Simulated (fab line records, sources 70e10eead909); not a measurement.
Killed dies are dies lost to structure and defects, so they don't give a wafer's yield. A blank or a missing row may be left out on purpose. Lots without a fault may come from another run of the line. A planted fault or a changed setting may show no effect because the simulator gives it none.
Chamber matching | flow nand_harc | NHARC_A_M1_DESCUM_14 on rie_diel-06: 4 sister chambers
The step chemistry O2, time 3 s. 4 wafers are shown with their chamber, then 8 later ones without.

WAFERS WITH THEIR CHAMBER
wafer  | chamber | drypump_motor_current_A (A)
L085.4 | 1       | 5.5
L087.1 | 2       | 6.2
L087.4 | 3       | 6.0
L089.3 | 0       | 5.9

WAFERS WITHOUT THEIR CHAMBER
wafer  | drypump_motor_current_A (A)
L089.4 | 5.5
L089.6 | 6.3
L093.2 | 5.5
L093.3 | 5.9
L093.4 | 6.0
L095.1 | 5.9
L095.3 | 5.5
L095.6 | 6.0

WHICH CHAMBER EACH WENT THROUGH
wafer  | from the rows above | in truth
L089.4 | 1                   | 1
L089.6 | 2                   | 2
L093.2 | 1                   | 1
L093.3 | 0                   | 0
L093.4 | 3                   | 3
L095.1 | 0                   | 0
L095.3 | 1                   | 1
L095.6 | 3                   | 3
Placed correctly: 8 of 8. Can't be placed from these rows: 0. Placed wrongly: 0.
How it was worked out, from the rows above alone: a wafer's distance from a chamber is the root of the sum, over the readings, of the square of ((its reading less the chamber's mean) divided by the reading's scatter). The wafer belongs to the nearest chamber; if the next one is less than 2 further off, it can't be placed. A chamber's mean is the mean of its shown wafers. The scatter: with one shown wafer a chamber, the root of the mean of the squares of how far each hidden wafer lies from its nearest shown one.
